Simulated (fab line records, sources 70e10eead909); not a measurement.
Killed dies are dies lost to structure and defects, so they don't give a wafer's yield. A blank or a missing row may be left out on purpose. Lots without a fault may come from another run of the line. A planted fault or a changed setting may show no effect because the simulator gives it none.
Chamber matching | flow nand_harc | NHARC_P_GATE_STRIP_101 on rie_diel-06: 4 sister chambers
The step strips in O2, time 20 s. 14 wafers are shown with their chamber, then 7 later ones without.

WAFERS WITH THEIR CHAMBER
wafer  | chamber | showerhead_plenum_p_Torr (Torr) | drypump_motor_current_A (A) | chamber_pressure_mTorr (mTorr)
L271.2 | 1       | 3.37                            | 5.03                        | 60.09
L271.3 | 2       | 3.49                            | 5.62                        | 59.99
L271.6 | 3       | 3.70                            | 5.57                        | 60.00
L272.4 | 1       | 3.36                            | 5.03                        | 60.02
L272.5 | 2       | 3.48                            | 5.63                        | 60.00
L272.6 | 3       | 3.70                            | 5.59                        | 59.97
L273.2 | 0       | 3.61                            | 5.26                        | 60.01
L273.3 | 1       | 3.36                            | 5.06                        | 60.06
L273.6 | 1       | 3.36                            | 5.05                        | 59.97
L278.2 | 3       | 3.70                            | 5.59                        | 60.03
L278.3 | 0       | 3.61                            | 5.27                        | 59.95
L278.4 | 2       | 3.48                            | 5.63                        | 59.98
L279.1 | 1       | 3.36                            | 5.01                        | 59.91
L279.3 | 0       | 3.61                            | 5.24                        | 59.87

SIGNATURES (means of the wafers above)
reading                  | chamber 0 | chamber 1 | chamber 2 | chamber 3 | scatter within a chamber
showerhead_plenum_p_Torr | 3.6100    | 3.3620    | 3.4833    | 3.7000    | 0.00383
drypump_motor_current_A  | 5.2567    | 5.0360    | 5.6267    | 5.5833    | 0.0152
chamber_pressure_mTorr   | 59.9433   | 60.0100   | 59.9900   | 60.0000   | 0.057
Rule: a wafer's distance from a chamber is the root of the sum, over the readings, of the square of ((its reading less the chamber's mean) divided by the reading's scatter). The wafer belongs to the nearest chamber; if the next one is less than 2 further off, it can't be placed. The scatter: the root of (the sum of the squares of (reading less its chamber's mean) over the shown wafers, divided by (wafers less chambers)).

WAFERS WITHOUT THEIR CHAMBER
wafer  | showerhead_plenum_p_Torr (Torr) | drypump_motor_current_A (A) | chamber_pressure_mTorr (mTorr)
L279.5 | 3.61                            | 5.25                        | 59.97
L282.2 | 3.61                            | 5.26                        | 59.92
L282.4 | 3.36                            | 5.01                        | 60.01
L282.5 | 3.48                            | 5.63                        | 60.02
L293.2 | 3.36                            | 5.03                        | 60.13
L293.4 | 3.48                            | 5.63                        | 59.96
L293.6 | 3.61                            | 5.27                        | 60.00

WHICH CHAMBER EACH WENT THROUGH
wafer  | from the rows above | in truth
L279.5 | 0                   | 0
L282.2 | 0                   | 0
L282.4 | 1                   | 1
L282.5 | 2                   | 2
L293.2 | 1                   | 1
L293.4 | 2                   | 2
L293.6 | 0                   | 0
Placed correctly: 7 of 7. Can't be placed from these rows: 0. Placed wrongly: 0.
